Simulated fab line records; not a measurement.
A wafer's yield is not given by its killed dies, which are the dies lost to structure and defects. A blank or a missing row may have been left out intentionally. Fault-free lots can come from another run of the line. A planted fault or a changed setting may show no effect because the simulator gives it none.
Split-lot study | flow n5Finfet | 7 lots, 21 wafers read, on a route of 1938 steps

== THE SPLIT ==
At N5_DUMMY_GATE_COAT_09 (resist thk 30 nm), the setting spinRpm was moved away from the recipe's 1500 rpm on 7 of the 21 wafers read, by -9.7% to +8.8%. All remaining wafers had this setting at the recipe value.

== FROM THE SPLIT TO THE READING: what the file shows between them, 7 steps ==
- N5_DUMMY_GATE_EBR_11
- N5_DUMMY_GATE_SOFTBAKE_10: time 60 s
- N5_DUMMY_GATE_EXPOSE_12: exposes mask GATE, target cd 25 nm
- N5_DUMMY_GATE_PEB_13: peb time 60 s
- N5_DUMMY_GATE_DEVELOP_14: develop time 30 s
- N5_DUMMY_GATE_DESCUM_20: chemistry O2, time 6.2 s
- N5_DUMMY_GATE_ETCH_29: etches underlayer in N2/H2, target depth 13 nm

== THE READING ==
CAR-EUV_of_DUMMY_GATE_COAT_09.thkNm (the simulator's own value, which no gauge read), in nm, at N5_DUMMY_GATE_ETCH_36 (etches SiARC in CF4, target depth 13 nm). The file gives no usual value for it. Here, 14 wafers ran the recipe; their average is 11.3 nm with a standard deviation of 0.37 nm.

wafer  | tool, chamber at the split | spinRpm as run, rpm | against the recipe | CAR-EUV_of_DUMMY_GATE_COAT_09.thkNm, nm | against lot-mates on the recipe
L075.1 | lithoTrack-01, 0           | 1354                | -9.7%              | 13.2                                    | +2.2
L075.4 | lithoTrack-01, 0           | 1500                | recipe             | 10.8                                    | -
L075.6 | lithoTrack-01, 0           | 1500                | recipe             | 11.2                                    | -
L076.1 | lithoTrack-02, 0           | 1500                | recipe             | 11.2                                    | -
L076.2 | lithoTrack-02, 0           | 1400                | -6.7%              | 12                                      | +0.8
L076.5 | lithoTrack-02, 0           | 1400                | -6.7%              | 12.2                                    | +1.0
L084.1 | lithoTrack-04, 0           | 1500                | recipe             | 11.4                                    | -
L084.5 | lithoTrack-04, 0           | 1500                | recipe             | 11.2                                    | -
L084.6 | lithoTrack-04, 0           | 1500                | recipe             | 11                                      | -
L089.3 | lithoTrack-02, 0           | 1500                | recipe             | 11.6                                    | -
L089.5 | lithoTrack-02, 0           | 1500                | recipe             | 11.4                                    | -
L089.6 | lithoTrack-02, 0           | 1500                | recipe             | 11.4                                    | -
L094.1 | lithoTrack-02, 0           | 1632                | +8.8%              | 10                                      | -1.0
L094.4 | lithoTrack-02, 0           | 1632                | +8.8%              | 9.6                                     | -1.4
L094.6 | lithoTrack-02, 0           | 1500                | recipe             | 11                                      | -
L095.4 | lithoTrack-01, 0           | 1500                | recipe             | 11.4                                    | -
L095.5 | lithoTrack-01, 0           | 1383                | -7.8%              | 12.8                                    | +1.4
L095.6 | lithoTrack-01, 0           | 1383                | -7.8%              | 12.6                                    | +1.2
L097.4 | lithoTrack-01, 0           | 1500                | recipe             | 12.4                                    | -
L097.5 | lithoTrack-01, 0           | 1500                | recipe             | 11.6                                    | -
L097.6 | lithoTrack-01, 0           | 1500                | recipe             | 11.2                                    | -

THE FIT
A straight line over all 21 wafers: CAR-EUV_of_DUMMY_GATE_COAT_09.thkNm changes by -0.167 nm for each +1% of spinRpm; r = -0.92; the points scatter about the line by 0.35 nm.
The same after taking each lot's own level away (the mean of its wafers on the recipe; 21 wafers): -0.161 nm for each +1%; r = -0.94; scatter 0.29 nm.
That fit puts the effect of the largest move of spinRpm on the reading at 1.6 nm.
From 11.00 to 11.73 nm: that is the span of the lots' own levels, equal to 2.0 times the standard deviation above.
The two slopes agree, so the slope changes little with the lot-to-lot level.
Check: for one of the wafers moved furthest among these (-9.7%), held out of the fit, the line's prediction against its lot-mates is +1.43 nm. It came out at +2.2 nm against them.

== THE WHOLE CHAIN: every reading that the file lists as answering this split, in the file's order ==
step                     | what it does                                   | reading                                                                              | change (the file's fit)               | r (the file's)
N5_DUMMY_GATE_COAT_09    | resist thk 30 nm                               | CAR-EUV_of_DUMMY_GATE_COAT_09.thkNm (the simulator's own value, which no gauge read) | -0.152 nm for each +1% of the setting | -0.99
N5_DUMMY_GATE_DEVELOP_14 | develop time 30 s                              | CAR-EUV_of_DUMMY_GATE_COAT_09.thkNm (the simulator's own value, which no gauge read) | -0.142 nm for each +1% of the setting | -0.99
N5_DUMMY_GATE_ETCH_29    | etches underlayer in N2/H2, target depth 13 nm | CAR-EUV_of_DUMMY_GATE_COAT_09.thkNm (the simulator's own value, which no gauge read) | -0.159 nm for each +1% of the setting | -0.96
N5_DUMMY_GATE_ETCH_36    | etches SiARC in CF4, target depth 13 nm        | CAR-EUV_of_DUMMY_GATE_COAT_09.thkNm (the simulator's own value, which no gauge read) | -0.173 nm for each +1% of the setting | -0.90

== THE FILE'S OWN FIT ==
CAR-EUV_of_DUMMY_GATE_COAT_09.thkNm changes by -0.173 nm for each +1% of spinRpm, r = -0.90.
